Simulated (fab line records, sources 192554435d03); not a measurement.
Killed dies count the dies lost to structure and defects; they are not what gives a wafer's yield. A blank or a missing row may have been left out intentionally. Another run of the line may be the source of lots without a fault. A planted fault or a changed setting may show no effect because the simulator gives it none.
fab line records	flow n5-finfet
record: lots: 7	wafers: 21	last-day: 18
route steps=1938 shown BEOL_M8@1386
lots untouched by any fault: they come from a run of this same line in which no faults occurred
start-h: start of the lot's first displayed wafer, in hours after the record's first day	wait-h: time in hours since the lot's previous step	" repeats the value in the row above	L1.1+2: several wafers, shown together as one row	- value missing, or start not given	* or withheld: withheld	< > ~ a bound
route shown NAME@n: a module of which the file shows steps, and the number in the route of the first	usual: mean/standard deviation taken from wafers without a fault	same: alike in all rows	chamber/n: place in a boat	sites: readings site by site	_std_site: the standard deviation of these	_edge_site: outer sites' mean less inner sites'	radius-mm: how far each site lies from the wafer's centre	mask NAME#n: copy n	behind: the tool/chamber that last shaped the wafer	hold: what put the lot on hold/how long, in hours/how the hold closed	device: transistor that didn't switch, given as n, p or np	end of line: the same wafers' tests at the end of the route	step lacking rows: just its recipe	killed: count of dies lost to structure and defects at first sort (not the wafer's yield)	map: per-die view of a wafer (x killed, . not killed, _ where there is no die)
set.NAME: the setting as run; set.NAME@STEP: as run at that earlier step	model.NAME: the simulator's own value behind a step, which no gauge read
lots seen at some steps along the route; tables by step, rows by wafer
services: the hour from which a tool's chamber was out of use, counted from the record's first day as start-h (under 0 if before that day), plus the number of hours and why
== steps ==
step: N5_BEOL_M8_CURE_75
recipe: temp-c: 370	time-s: 120	ambient: DMADMS/He	material: SiCOH_lowk
step: N5_BEOL_M8_DEGAS_44
recipe: ambient: vacuum	temp-c: 250	time-s: 60
usual: heater-power-w: 325/29	susceptor-temp-C: 250.02/0.17
same: time-s: 60
lot.wafer	tool	chamber	start-h	wait-h	heater-power-w	susceptor-temp-C
L740.1	pvd-sputter-02	-	240.20	0.4	365	250.18
L740.2	"	-	"	"	319	249.99
L740.5	"	-	"	"	313	250.03
L742.2	pvd-sputter-01	-	249.09	2.4	321	249.76
L742.4	"	-	"	"	307	249.94
L742.6	"	-	"	"	327	249.90
L748.2	pvd-sputter-01	-	289.81	0.8	332	249.91
L748.3	"	-	"	"	314	249.93
L748.4	"	-	"	"	347	249.82
L750.3	pvd-sputter-01	-	318.00	0.2	352	250.06
L750.5	"	-	"	"	348	250.03
L750.6	"	-	"	"	304	249.87
L749.2	pvd-sputter-01	-	318.77	0.2	323	249.65
L749.3	"	-	"	"	349	249.99
L749.6	"	-	"	"	274	249.92
L758.4	pvd-sputter-02	-	350.21	0.1	314	249.95
L758.5	"	-	"	"	308	249.98
L758.6	"	-	"	"	322	250.11
L756.1	pvd-sputter-02	-	350.29	0.3	373	249.99
L756.2	"	-	"	"	318	250.07
L756.3	"	-	"	"	362	249.97
step: N5_BEOL_M8_PRE_CLEAN_45
recipe: gas: H2/He	time-s: 30	temp-c: 250
step: N5_BEOL_M8_ALD_77
recipe: material: TaN	target-thk-a: 20	temp-c: 275	ald-precursor-family: PDMAT	ald-co-reactant: NH3	pressure-torr: 3	carrier-flow-sccm: 1500	pulse-time-s: 2	purge-time-s: 3	co-reactant-purge-time-s: 2	co-reactant-pulse-time-s: 3	ald-cycles: 40	precursor-vessel-temp-c: 75	precursor-vessel-pressure-torr: 26.25	precursor-vessel-carrier-sccm: 1000
usual: heater-power-w: 421/50	susceptor-temp-C: 274.99/0.19
lot.wafer	tool	chamber	start-h	wait-h	heater-power-w	since-wet-clean-h	susceptor-temp-C
L740.1	ald-metal-02	1	240.30	0.0	469	2980	274.75
L740.2	"	0	"	"	419	2980	274.75
L740.5	"	3	"	"	449	-	274.89
L742.2	ald-metal-04	3	249.21	0.1	397	6066	275.11
L742.4	"	0	"	"	348	6066	274.84
L742.6	"	3	"	"	400	-	274.88
L748.2	ald-metal-04	2	289.91	0.0	427	6107	275.04
L748.3	"	3	"	"	405	6107	274.90
L748.4	"	0	"	"	337	6107	275.32
L750.3	ald-metal-02	0	318.10	0.0	419	3058	274.98
L750.5	"	3	"	"	454	-	274.75
L750.6	"	0	"	"	411	-	274.75
L749.2	ald-metal-02	1	318.87	0.0	478	3059	274.75
L749.3	"	2	"	"	391	3059	274.94
L749.6	"	1	"	"	477	-	275.15
L758.4	ald-metal-03	0	350.34	0.1	519	1552	274.59
L758.5	"	1	"	"	411	-	275.17
L758.6	"	2	"	"	338	-	275.00
L756.1	ald-metal-03	0	350.60	0.2	517	1552	275.00
L756.2	"	3	"	"	399	1552	275.10
L756.3	"	2	"	"	332	1552	275.09
step: N5_BEOL_M8_SURFACE_TREAT_79
recipe: gas: Ar	time-s: *	ion-energy-ev: *	ion-current-ma-cm2: 0.5	pressure-mtorr: *	ar-flow-sccm: 30
usual: pressure-mtorr: *	throttle-valve-pct: *
same: time-s: *
lot.wafer	tool	chamber	start-h	wait-h	pressure-mtorr	throttle-valve-pct
L740.1	pvd-sputter-02	-	240.62	0.2	*	*
L740.2	"	-	"	"	*	*
L740.5	"	-	"	"	*	*
L742.2	pvd-sputter-01	-	249.61	0.3	*	*
L742.4	"	-	"	"	*	*
L742.6	"	-	"	"	*	*
L748.2	pvd-sputter-01	-	293.65	3.6	*	*
L748.3	"	-	"	"	*	*
L748.4	"	-	"	"	*	*
L750.3	pvd-sputter-01	-	318.73	0.5	*	*
L750.5	"	-	"	"	*	*
L750.6	"	-	"	"	*	*
L749.2	pvd-sputter-02	-	319.36	0.4	*	*
L749.3	"	-	"	"	*	*
L749.6	"	-	"	"	*	*
L758.4	pvd-sputter-01	-	350.72	0.2	*	*
L758.5	"	-	"	"	*	*
L758.6	"	-	"	"	*	*
L756.1	pvd-sputter-02	-	350.92	0.2	*	*
L756.2	"	-	"	"	*	*
L756.3	"	-	"	"	*	*
step: N5_BEOL_M8_CVD_78
recipe: material: Co	target-thk-a: 20	temp-c: withheld	precursor: CCTBA/H2	pressure-torr: 30	time-s: 142.3
step: N5_BEOL_M8_SPUTTER_48
recipe: material: Cu	target-thk-a: 100	temp-c: -20	bias-v: 60	power-w: 26000	chamber-pressure-pa: 0.13	time-s: 1.667
usual: susceptor-temp-C: -20.01/0.1	throttle-valve-pct: 30.5/1.3
same: time-s: 1.667
lot.wafer	tool	chamber	start-h	wait-h	susceptor-temp-C	throttle-valve-pct
L740.1	pvd-sputter-03	-	240.88	0.1	-19.86	30.1
L740.2	"	-	"	"	-20.16	29.2
L740.5	"	-	"	"	-20.04	30.3
L742.2	pvd-sputter-01	-	250.05	0.1	-20.11	32.8
L742.4	"	-	"	"	-19.84	31.0
L742.6	"	-	"	"	-20.04	30.7
L748.2	pvd-sputter-03	-	293.98	0.2	-20.00	29.1
L748.3	"	-	"	"	-20.06	29.2
L748.4	"	-	"	"	-20.02	31.0
L750.3	pvd-sputter-02	-	319.28	0.4	-19.88	32.0
L750.5	"	-	"	"	-20.14	31.7
L750.6	"	-	"	"	-19.98	29.3
L749.2	pvd-sputter-03	-	320.37	0.7	-20.14	29.2
L749.3	"	-	"	"	-19.82	28.9
L749.6	"	-	"	"	-19.90	29.1
L758.4	pvd-sputter-01	-	350.96	0.1	-19.97	30.7
L758.5	"	-	"	"	-19.96	29.7
L758.6	"	-	"	"	-19.94	32.6
L756.1	pvd-sputter-02	-	352.96	1.8	-19.98	28.5
L756.2	"	-	"	"	-20.03	31.5
L756.3	"	-	"	"	-20.15	29.2
step: N5_BEOL_M8_ECD_50
recipe: material: Cu	target-thk-a: 3000
step: N5_BEOL_M8_ANNEAL_51
recipe: temp-c: 225	time-s: 90	ambient: N2
step: N5_BEOL_M8_CMP_52
recipe: stop-on: SiCOH_lowk	t-overpolish-s: 6.9	down-force-psi: 1	platen-rpm: 50	clearing-platen-down-force-psi: 1.5	clearing-platen-rpm: 50	post-cmp-clean: cu-alkaline	target-thk-nm: 80	clearing-platen-pad-velocity-m-s: 0.99484	pad-velocity-m-s: 0.99484
usual: barrier-field-endpoint-s: 28.8/0.82	motor-current-A: 5.8/0.35	overpolish-run-s: 6.902/0.0097	time-to-endpoint-s: 63/4
lot.wafer	tool	chamber	start-h	wait-h	barrier-field-endpoint-s	motor-current-A	overpolish-run-s	time-to-endpoint-s
L740.1	cmp-04	3	241.66	0.3	28.9	6.2	6.905	66
L740.2	"	1	"	"	29.0	5.5	6.885	71
L740.5	"	0	"	"	29.4	6.1	6.901	66
L742.2	cmp-03	0	250.62	0.3	29.3	5.8	6.897	65
L742.4	"	2	"	"	30.0	6.2	6.907	68
L742.6	"	0	"	"	29.5	5.5	6.924	66
L748.3	cmp-02	2	294.49	0.2	27.0	5.5	6.897	56
L748.4	"	0	"	"	28.8	5.9	6.904	63
L748.2	"	1	"	"	27.9	5.9	6.905	64
L750.3	cmp-03	0	320.00	0.3	28.8	5.2	6.918	62
L750.5	"	1	"	"	29.2	6.2	6.884	60
L750.6	"	2	"	"	28.9	5.7	6.923	62
L749.2	cmp-03	1	320.99	0.2	27.9	6.3	6.907	58
L749.3	"	2	"	"	28.3	6.2	6.874	66
L749.6	"	0	"	"	28.9	5.6	6.914	63
L758.4	cmp-02	3	351.65	0.1	26.6	5.6	6.913	50
L758.6	"	3	"	"	26.7	5.5	6.906	53
L758.5	"	0	"	"	28.3	6.0	6.902	62
L756.2	cmp-03	0	353.47	0.2	29.2	5.5	6.898	65
L756.1	"	1	"	"	28.0	6.1	6.898	60
L756.3	"	2	"	"	28.8	5.7	6.900	69
step: N5_BEOL_M8_THK_MEAS_53
recipe: thk-meas-gauge: xrf	reads: Cu_of_BEOL_M8_ECD_50
usual: M8_THK: 82.8/2.4
lot.wafer	tool	chamber	start-h	wait-h	M8_THK[nm]
L740.1	film-metro-02	-	241.95	-	83.3
L740.2	"	-	"	"	80.4
L740.5	"	-	"	"	83.0
L742.2	film-metro-02	-	250.91	-	82.6
L742.4	"	-	"	"	85.0
L742.6	"	-	"	"	87.0
L748.2	film-metro-01	-	294.78	-	81.8
L748.3	"	-	"	"	82.9
L748.4	"	-	"	"	84.6
L750.3	film-metro-01	-	320.18	-	84.0
L750.5	"	-	"	"	81.3
L750.6	"	-	"	"	82.7
L749.2	film-metro-02	-	321.25	-	80.8
L749.3	"	-	"	"	81.4
L749.6	"	-	"	"	83.8
L758.4	film-metro-02	-	351.94	-	81.4
L758.5	"	-	"	"	84.5
L758.6	"	-	"	"	81.0
L756.1	film-metro-02	-	353.76	-	81.0
L756.2	"	-	"	"	81.1
L756.3	"	-	"	"	85.6
step: N5_BEOL_M8_PRE_CLEAN_55
recipe: gas: NH3	time-s: 15	temp-c: withheld	rf-power-w: 300
step: N5_BEOL_M8_DEP_56
recipe: material: SiCN	target-thk-a: 100	temp-c: withheld	precursor: 3MS/NH3	pressure-torr: 3	rf-w: 202	time-s: 17.5
usual: showerhead-plenum-p-Torr: 3.668/0.015	throttle-valve-pct: 8.9/0.42
lot.wafer	tool	chamber	start-h	wait-h	showerhead-plenum-p-Torr	since-wet-clean-h	throttle-valve-pct	model.SiCN_of_BEOL_M8_DEP_56.thk-nm
L740.1	pecvd-01	2	242.01	0.0	3.649	373	8.8	9.6
L740.2	"	1	"	"	3.654	1852	9.2	9.8
L740.5	"	1	"	"	3.657	-	9.3	10.2
L742.2	pecvd-01	1	250.98	0.0	3.656	1861	9.4	10.2
L742.4	"	1	"	"	3.656	-	9.2	10.2
L742.6	"	2	"	"	3.644	-	8.8	10.2
L748.2	pecvd-01	2	294.84	0.0	3.659	426	8.9	11.2
L748.3	"	1	"	"	3.657	1905	9.3	11.6
L748.4	"	1	"	"	3.666	-	9.5	10.2
L750.3	pecvd-01	2	320.24	0.0	3.650	451	8.8	11.4
L750.5	"	2	"	"	3.644	-	8.7	10.2
L750.6	"	1	"	"	3.662	-	9.2	10.2
L749.2	pecvd-01	0	321.31	0.0	3.677	1206	8.0	11.4
L749.3	"	1	"	"	3.654	1931	9.1	11.4
L749.6	"	0	"	"	3.696	-	8.3	10.2
L758.4	pecvd-04	2	352.02	0.0	3.687	-	8.7	10.4
L758.5	"	0	"	"	3.695	-	9.4	10.4
L758.6	"	1	"	"	3.659	-	9.3	10.4
L756.1	pecvd-02	2	353.83	0.0	3.677	666	8.9	9.8
L756.2	"	1	"	"	3.659	2145	8.7	9.8
L756.3	"	0	"	"	3.659	1420	9.1	9.8
step: N5_BEOL_M8_RS_MEAS_57
recipe: thk-meas-gauge: four-point-probe	reads: Cu_of_BEOL_M8_ECD_50+Co_of_BEOL_M8_CVD_78+TaN_of_BEOL_M8_ALD_77
usual: M8_RS: 0.283/0.0091
lot.wafer	tool	chamber	start-h	wait-h	M8_RS[ohm/sq]
L740.1	film-metro-01	-	242.08	0.1	0.279
L740.2	"	-	"	"	0.290
L740.5	"	-	"	"	0.281
L742.2	film-metro-02	-	251.04	0.1	0.281
L742.4	"	-	"	"	0.272
L742.6	"	-	"	"	0.265
L748.2	film-metro-01	-	294.91	0.1	0.285
L748.3	"	-	"	"	0.282
L748.4	"	-	"	"	0.276
L750.3	film-metro-02	-	320.31	0.1	0.276
L750.5	"	-	"	"	0.285
L750.6	"	-	"	"	0.281
L749.2	film-metro-01	-	321.38	0.1	0.290
L749.3	"	-	"	"	0.288
L749.6	"	-	"	"	0.278
L758.4	film-metro-02	-	352.08	0.0	0.288
L758.5	"	-	"	"	0.275
L758.6	"	-	"	"	0.291
L756.1	film-metro-01	-	353.89	0.1	0.290
L756.2	"	-	"	"	0.288
L756.3	"	-	"	"	0.272
== services ==
tool	chamber	start-h	hours	kind
cmp-02	-	217.95	6.6	repair
ald-metal-04	2	227.97	5.6	repair
pvd-sputter-02	-	229.10	4.9	repair
ald-metal-04	3	236.81	5.7	repair
pecvd-04	0	245.24	6.4	repair
cmp-04	-	250.04	4.0	pm
pvd-sputter-01	-	264.67	2.1	repair
cmp-03	-	265.54	4.3	pm
cmp-04	-	268.18	0.3	repair
pecvd-02	-	299.94	5.5	pm
pecvd-01	0	310.77	1.8	repair
pecvd-04	1	321.81	5.6	repair
pecvd-02	-	323.14	0.7	repair
pecvd-01	-	326.53	0.5	repair
pecvd-01	-	330.65	0.3	repair
cmp-04	-	330.66	0.8	repair
pecvd-01	-	332.47	1.4	repair
ald-metal-04	-	337.25	14.0	pm
ald-metal-04	0	337.25	14.0	vent-cycle
ald-metal-04	1	337.25	14.0	vent-cycle
ald-metal-04	2	337.25	14.0	vent-cycle
ald-metal-04	3	337.25	14.0	vent-cycle
ald-metal-02	-	348.31	4.3	pm
ald-metal-04	0	351.25	-	clean
== key ==
first-sign none at tools or gauges
model-effect: step: N5_BEOL_M8_DEP_56	value: SiCN_of_BEOL_M8_DEP_56.thk-nm	without: 9.96	struck: 11.4
met-at N5_BEOL_M8_DEP_56
struck-wafers L748.2,L748.3,L749.2,L749.3,L750.3
onset-between 250.98 294.84
fault: kind: process-parameter-drift	tool: pecvd-01	chamber: -	onset-h: 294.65	steps: N5_BEOL_M8_DEP_56	channel: time-s	offset: *	shape: step	end-h: 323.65	scope: struck-wafers-only	acts-in: *	stated: *
